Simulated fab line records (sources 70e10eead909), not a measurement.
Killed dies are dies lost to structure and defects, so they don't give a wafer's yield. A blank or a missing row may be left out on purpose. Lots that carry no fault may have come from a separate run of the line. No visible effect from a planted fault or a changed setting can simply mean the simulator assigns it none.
fab line records + flow nandHarc + part 2 of 2: steps 5 to 6 of 6
[record]
- lots = 22
- wafers = 66
- lastDay = 35
route steps=1302 shown P_ZERO_WELL@17 P_GATE@170 P_M0@265
lots untouched by any fault: they come from a run of this same line in which no faults occurred
startH: the number of hours between the record's first day and the start of the first shown wafer of the lot + waitH: hours since the lot's step before + " repeats the value in the row above + L1.1+2: a single row standing in for several wafers + - no value present, or no start provided + * or withheld: withheld + < > ~ a bound
route shown NAME@n: a module of which the file shows steps, and the number in the route of the first + usual: average and standard deviation across the fault-free wafers + same: alike in all rows + chamber/n: place in a boat + sites: per-site readings + _std_site: the standard deviation of these + _edge_site: outer sites' mean less inner sites' + radiusMm: how far each site lies from the wafer's centre + mask NAME#n: copy n + behind: the last tool/chamber to shape the wafer + hold: why the lot went on hold/how many hours it stayed there/how the hold came to an end + device: the n, p or np transistor that did not switch + end of line: at the end of the route, the tests of the same wafers + for a step that has no rows: nothing shown but its recipe + killed: the dies lost at the first sort to structure and to defects; this is not the yield of the wafer + map: the dies of a wafer, with x for killed, . for not killed, _ for no die there
set.NAME: setting as actually run; set.NAME@STEP: the setting as run at that earlier step + model.NAME: the simulator's own value behind a step, which no gauge read
the route's steps for a sample of lots (tables are steps, rows are wafers)
services: when a tool's chamber went out of use (startH, in hours from the record's first day, below 0 if earlier), for how many hours, and the reason
[[steps]]
[step NHARC_P_GATE_DESCUM_61]
[recipe]
- timeS = 3
- o2FlowSccm = 200
- arFlowSccm = 0
- biasPowerW = 0
- chemistry = O2
[usual]
- chamberPressureMTorr = 60.00/0.054
- drypumpMotorCurrentA = 5.7/0.33
- oesProductAu = 0.999/0.01
- rfVppV = 57.7/0.93
- showerheadPlenumPTorr = 1.90/0.091
- throttleValvePct = 11.311/0.0088
| lot.wafer | tool       | chamber | startH | waitH | chamberPressureMTorr | drypumpMotorCurrentA | oesProductAu | rfHoursCounterH | rfVppV | showerheadPlenumPTorr | throttleValvePct |
|-----------|------------|---------|--------|-------|----------------------|----------------------|--------------|-----------------|--------|-----------------------|------------------|
| L074.2    | rieDiel-06 | 2       | 111.81 | -     | 60.12                | 5.9                  | 0.980        | 11              | 59.3   | 1.90                  | 11.308           |
| L074.6    | "          | 3       | "      | "     | 60.00                | 5.3                  | 0.978        | -               | 57.9   | 1.98                  | 11.305           |
| L074.5    | "          | 0       | "      | "     | 60.00                | 5.2                  | 0.991        | -               | 58.4   | 1.99                  | 11.318           |
| L075.4    | rieDiel-06 | 3       | 118.64 | -     | 60.02                | 5.3                  | 0.997        | 11              | 58.9   | 1.98                  | 11.312           |
| L075.3    | "          | 0       | "      | "     | 59.91                | 5.3                  | 0.990        | 11              | 56.7   | 1.99                  | 11.305           |
| L075.6    | "          | 3       | "      | "     | 60.00                | 5.3                  | 0.980        | -               | 58.5   | 1.98                  | 11.317           |
| L076.2    | rieDiel-10 | 2       | 127.99 | -     | 60.04                | 5.7                  | 1.001        | 2               | 56.6   | 1.79                  | 11.304           |
| L076.4    | "          | 3       | "      | "     | 59.88                | 5.9                  | 0.998        | -               | 58.4   | 2.02                  | 11.303           |
| L076.5    | "          | 2       | "      | "     | 59.89                | 5.7                  | 1.008        | -               | 58.3   | 1.79                  | 11.307           |
| L077.1    | rieDiel-06 | 0       | 141.54 | -     | 59.98                | 5.2                  | 1.003        | 0               | 58.3   | 1.99                  | 11.313           |
| L077.2    | "          | 1       | "      | "     | 60.00                | 5.5                  | 1.000        | 0               | 58.1   | 2.01                  | 11.327           |
| L077.3    | "          | 2       | "      | "     | 60.05                | 5.9                  | 0.997        | 0               | 57.7   | 1.90                  | 11.290           |
| L078.1    | rieDiel-10 | 1       | 149.24 | -     | 59.95                | 6.0                  | 1.015        | 5               | 59.0   | 1.86                  | 11.312           |
| L078.2    | "          | 2       | "      | "     | 59.98                | 5.7                  | 1.006        | 4               | 57.2   | 1.79                  | 11.299           |
| L078.3    | "          | 0       | "      | "     | 59.90                | 6.4                  | 1.007        | 4               | 58.4   | 1.99                  | 11.315           |
| L079.2    | rieDiel-10 | 3       | 164.07 | -     | 60.05                | 5.9                  | 1.003        | 5               | 58.9   | 2.02                  | 11.309           |
| L079.4    | "          | 2       | "      | "     | 60.00                | 5.7                  | 1.016        | 5               | 58.1   | 1.79                  | 11.319           |
| L079.5    | "          | 0       | "      | "     | 60.06                | 6.4                  | 1.006        | -               | 58.7   | 1.98                  | 11.303           |
| L080.1    | rieDiel-03 | 3       | 173.58 | -     | 59.99                | 5.8                  | 0.993        | 3               | 58.5   | 1.79                  | 11.324           |
| L080.2    | "          | 0       | "      | "     | 59.96                | 5.3                  | 0.998        | 3               | 57.6   | 1.78                  | 11.310           |
| L080.5    | "          | 1       | "      | "     | 59.96                | 6.1                  | 0.995        | -               | 58.1   | 1.99                  | 11.302           |
| L081.1    | rieDiel-03 | 3       | 177.92 | -     | 59.94                | 5.8                  | 1.002        | 3               | 56.5   | 1.79                  | 11.322           |
| L081.4    | "          | 2       | "      | "     | 59.97                | 5.6                  | 1.026        | 4               | 57.3   | 1.85                  | 11.304           |
| L081.5    | "          | 3       | "      | "     | 59.95                | 5.8                  | 1.011        | -               | 58.1   | 1.79                  | 11.299           |
| L082.1    | rieDiel-10 | 1       | 201.63 | -     | 60.09                | 6.0                  | 1.008        | 6               | 57.9   | 1.86                  | 11.309           |
| L082.2    | "          | 3       | "      | "     | 60.04                | 5.9                  | 1.001        | 7               | 58.1   | 2.02                  | 11.313           |
| L082.6    | "          | 1       | "      | "     | 59.99                | 6.0                  | 0.999        | -               | 58.4   | 1.86                  | 11.321           |
| L083.2    | rieDiel-06 | 1       | 205.41 | -     | 59.93                | 5.6                  | 0.984        | 5               | 57.7   | 2.01                  | 11.306           |
| L083.6    | "          | 1       | "      | "     | 60.02                | 5.5                  | 0.993        | -               | 59.2   | 2.01                  | 11.306           |
| L083.5    | "          | 3       | "      | "     | 59.94                | 5.3                  | 1.001        | -               | 57.4   | 1.98                  | 11.328           |
| L084.2    | rieDiel-06 | 2       | 213.94 | -     | 60.02                | 5.9                  | 0.999        | 5               | 59.0   | 1.90                  | 11.304           |
| L084.4    | "          | 3       | "      | "     | 59.94                | 5.3                  | 0.984        | 6               | 59.2   | 1.98                  | 11.311           |
| L084.6    | "          | 2       | "      | "     | 60.03                | 5.9                  | 0.995        | -               | 57.9   | 1.90                  | 11.326           |
| L085.3    | rieDiel-10 | 1       | 218.27 | -     | 60.06                | 6.0                  | 1.004        | 7               | 57.5   | 1.86                  | 11.312           |
| L085.5    | "          | 2       | "      | "     | 59.96                | 5.7                  | 1.005        | -               | 57.0   | 1.79                  | 11.321           |
| L085.6    | "          | 3       | "      | "     | 60.09                | 5.9                  | 1.004        | -               | 58.6   | 2.02                  | 11.314           |
| L087.2    | rieDiel-03 | 0       | 254.36 | -     | 60.11                | 5.3                  | 1.002        | 7               | 56.2   | 1.78                  | 11.314           |
| L087.3    | "          | 1       | "      | "     | 60.03                | 6.1                  | 0.982        | 8               | 59.1   | 1.99                  | 11.304           |
| L087.5    | "          | 2       | "      | "     | 60.01                | 5.5                  | 1.015        | -               | 57.0   | 1.85                  | 11.283           |
| L089.1    | rieDiel-03 | 1       | 255.02 | -     | 59.98                | 6.1                  | 0.995        | 8               | 57.7   | 1.99                  | 11.302           |
| L089.5    | "          | 2       | "      | "     | 60.12                | 5.6                  | 1.011        | -               | 56.2   | 1.85                  | 11.310           |
| L089.6    | "          | 3       | "      | "     | 59.93                | 5.9                  | 0.993        | -               | 57.0   | 1.78                  | 11.319           |
| L088.2    | rieDiel-06 | 2       | 255.35 | -     | 60.00                | 5.9                  | 1.001        | 7               | 57.7   | 1.90                  | 11.300           |
| L088.4    | "          | 3       | "      | "     | 60.00                | 5.3                  | 0.989        | 7               | 58.5   | 1.98                  | 11.309           |
| L088.1    | "          | 1       | "      | "     | 60.05                | 5.5                  | 0.993        | 9               | 57.5   | 2.01                  | 11.323           |
| L090.3    | rieDiel-10 | 2       | 271.68 | -     | 59.99                | 5.7                  | 1.006        | 1               | 57.3   | 1.79                  | 11.308           |
| L090.2    | "          | 0       | "      | "     | 60.09                | 6.4                  | 1.006        | 1               | 58.3   | 1.98                  | 11.301           |
| L090.6    | "          | 0       | "      | "     | 59.98                | 6.4                  | 1.003        | -               | 59.4   | 1.98                  | 11.315           |
| L091.4    | rieDiel-03 | 2       | 280.52 | -     | 59.98                | 5.6                  | 1.013        | 11              | 56.8   | 1.85                  | 11.319           |
| L091.1    | "          | 1       | "      | "     | 59.99                | 6.1                  | 0.982        | 9               | 58.4   | 1.99                  | 11.318           |
| L091.5    | "          | 3       | "      | "     | 59.98                | 5.8                  | 0.997        | -               | 54.8   | 1.78                  | 11.304           |
| L092.1    | rieDiel-10 | 2       | 300.14 | -     | 59.95                | 5.7                  | 0.999        | 3               | 57.1   | 1.79                  | 11.325           |
| L092.3    | "          | 1       | "      | "     | 60.00                | 6.0                  | 1.000        | 2               | 57.7   | 1.86                  | 11.318           |
| L092.5    | "          | 2       | "      | "     | 59.94                | 5.7                  | 1.006        | -               | 55.8   | 1.79                  | 11.312           |
| L093.3    | rieDiel-03 | 0       | 303.68 | -     | 60.06                | 5.2                  | 1.011        | 0               | 56.9   | 1.78                  | 11.314           |
| L093.5    | "          | 2       | "      | "     | 59.97                | 5.5                  | 1.000        | -               | 57.8   | 1.85                  | 11.315           |
| L093.6    | "          | 3       | "      | "     | 59.98                | 5.9                  | 0.995        | -               | 57.3   | 1.78                  | 11.314           |
| L094.2    | rieDiel-10 | 3       | 309.68 | -     | 59.87                | 5.9                  | 1.007        | 4               | 58.7   | 2.02                  | 11.317           |
| L094.4    | "          | 1       | "      | "     | 60.03                | 6.0                  | 1.008        | 3               | 58.9   | 1.86                  | 11.303           |
| L094.5    | "          | 0       | "      | "     | 59.94                | 6.4                  | 0.990        | -               | 57.9   | 1.98                  | 11.325           |
| L095.3    | rieDiel-03 | 1       | 326.51 | -     | 59.97                | 6.1                  | 0.984        | 2               | 56.0   | 1.99                  | 11.307           |
| L095.5    | "          | 1       | "      | "     | 59.93                | 6.1                  | 0.983        | -               | 58.6   | 1.99                  | 11.314           |
| L095.6    | "          | 2       | "      | "     | 59.99                | 5.5                  | 0.991        | -               | 56.7   | 1.85                  | 11.322           |
| L097.4    | rieDiel-10 | 3       | 342.82 | -     | 60.03                | 5.9                  | 1.000        | 5               | 57.5   | 2.02                  | 11.325           |
| L097.3    | "          | 0       | "      | "     | 60.04                | 6.4                  | 0.996        | 6               | 58.6   | 1.98                  | 11.302           |
| L097.2    | "          | 1       | "      | "     | 60.07                | 6.0                  | 1.006        | 4               | 58.2   | 1.86                  | 11.322           |
[step NHARC_P_M0_INSPECT_11]
[usual]
- rawDefectCount = 5/3.1
| lot.wafer | tool             | chamber | startH | waitH | rawDefectCount |
|-----------|------------------|---------|--------|-------|----------------|
| L074.2    | defectInspect-01 | -       | 122.69 | 0.0   | 8              |
| L074.5    | "                | -       | "      | "     | 4              |
| L074.6    | "                | -       | "      | "     | 4              |
| L075.3    | defectInspect-02 | -       | 129.34 | 0.0   | 9              |
| L075.4    | "                | -       | "      | "     | 5              |
| L075.6    | "                | -       | "      | "     | 4              |
| L076.2    | defectInspect-02 | -       | 138.47 | 0.0   | 1              |
| L076.4    | "                | -       | "      | "     | 6              |
| L076.5    | "                | -       | "      | "     | 11             |
| L077.1    | defectInspect-02 | -       | 152.01 | 0.0   | 4              |
| L077.2    | "                | -       | "      | "     | 2              |
| L077.3    | "                | -       | "      | "     | 4              |
| L078.1    | defectInspect-01 | -       | 159.93 | 0.0   | 6              |
| L078.2    | "                | -       | "      | "     | 5              |
| L078.3    | "                | -       | "      | "     | 7              |
| L079.2    | defectInspect-01 | -       | 174.78 | 0.0   | 5              |
| L079.4    | "                | -       | "      | "     | 4              |
| L079.5    | "                | -       | "      | "     | 2              |
| L080.1    | defectInspect-02 | -       | 184.18 | 0.0   | 5              |
| L080.2    | "                | -       | "      | "     | 7              |
| L080.5    | "                | -       | "      | "     | 1              |
| L081.1    | defectInspect-02 | -       | 188.70 | 0.0   | 3              |
| L081.4    | "                | -       | "      | "     | 3              |
| L081.5    | "                | -       | "      | "     | 3              |
| L082.1    | defectInspect-01 | -       | 212.05 | 0.0   | 4              |
| L082.2    | "                | -       | "      | "     | 10             |
| L082.6    | "                | -       | "      | "     | 4              |
| L083.2    | defectInspect-01 | -       | 216.08 | 0.0   | 3              |
| L083.5    | "                | -       | "      | "     | 7              |
| L083.6    | "                | -       | "      | "     | 4              |
| L084.2    | defectInspect-02 | -       | 224.54 | 0.0   | 5              |
| L084.4    | "                | -       | "      | "     | 4              |
| L084.6    | "                | -       | "      | "     | 0              |
| L085.3    | defectInspect-01 | -       | 229.01 | 0.0   | 3              |
| L085.5    | "                | -       | "      | "     | 1              |
| L085.6    | "                | -       | "      | "     | 2              |
| L087.2    | defectInspect-01 | -       | 266.19 | 0.0   | 5              |
| L087.3    | "                | -       | "      | "     | 6              |
| L087.5    | "                | -       | "      | "     | 10             |
| L089.1    | defectInspect-01 | -       | 266.43 | 0.0   | 7              |
| L089.5    | "                | -       | "      | "     | 3              |
| L089.6    | "                | -       | "      | "     | 1              |
| L088.1    | defectInspect-01 | -       | 267.29 | 0.1   | 4              |
| L088.2    | "                | -       | "      | "     | 7              |
| L088.4    | "                | -       | "      | "     | 1              |
| L090.2    | defectInspect-02 | -       | 281.98 | 0.0   | 13             |
| L090.3    | "                | -       | "      | "     | 13             |
| L090.6    | "                | -       | "      | "     | 5              |
| L091.1    | defectInspect-01 | -       | 290.90 | 0.0   | 3              |
| L091.4    | "                | -       | "      | "     | 4              |
| L091.5    | "                | -       | "      | "     | 2              |
| L092.1    | defectInspect-01 | -       | 310.52 | 0.0   | 9              |
| L092.3    | "                | -       | "      | "     | 15             |
| L092.5    | "                | -       | "      | "     | 14             |
| L093.3    | defectInspect-02 | -       | 314.06 | 0.0   | 5              |
| L093.5    | "                | -       | "      | "     | 4              |
| L093.6    | "                | -       | "      | "     | 5              |
| L094.2    | defectInspect-02 | -       | 320.15 | 0.0   | 3              |
| L094.4    | "                | -       | "      | "     | 9              |
| L094.5    | "                | -       | "      | "     | 3              |
| L095.3    | defectInspect-01 | -       | 337.60 | 0.0   | 4              |
| L095.5    | "                | -       | "      | "     | 5              |
| L095.6    | "                | -       | "      | "     | 8              |
| L097.2    | defectInspect-01 | -       | 353.31 | 0.0   | 5              |
| L097.3    | "                | -       | "      | "     | 2              |
| L097.4    | "                | -       | "      | "     | 3              |
[[services]]
| tool       | chamber | startH | hours | kind   |
|------------|---------|--------|-------|--------|
| rieDiel-10 | 3       | -0.00  | 16.8  | repair |
| rieDiel-10 | 0       | 4.09   | 4.4   | repair |
| rieSi-06   | 2       | 16.52  | 5.1   | repair |
| rieDiel-10 | 3       | 18.06  | 3.2   | repair |
| rieSi-06   | 0       | 23.14  | 5.0   | repair |
| rieDiel-10 | -       | 65.52  | 9.0   | pm     |
| rieDiel-03 | -       | 70.88  | 0.2   | repair |
| rieDiel-03 | -       | 85.81  | 0.7   | repair |
| rieDiel-03 | 3       | 94.51  | 25.0  | repair |
| rieDiel-03 | -       | 104.30 | 9.0   | pm     |
| rieDiel-10 | 3       | 108.30 | 13.7  | repair |
| rieDiel-10 | 0       | 123.74 | 16.0  | repair |
| rieDiel-10 | 3       | 143.60 | 7.4   | repair |
| rieDiel-10 | 1       | 167.77 | 4.6   | repair |
| rieDiel-03 | 0       | 213.28 | 5.7   | repair |
| rieDiel-03 | 1       | 214.60 | 5.0   | repair |
| rieDiel-10 | 1       | 229.23 | 3.6   | repair |
| rieDiel-10 | -       | 242.52 | 9.0   | pm     |
| rieDiel-03 | -       | 253.51 | 0.7   | repair |
| rieDiel-10 | 3       | 268.98 | 4.8   | repair |
| rieDiel-03 | -       | 281.30 | 9.0   | pm     |
| rieDiel-10 | 1       | 288.83 | 10.4  | repair |
| rieDiel-03 | 3       | 296.53 | 3.5   | repair |
| rieDiel-03 | 2       | 304.64 | 5.4   | repair |
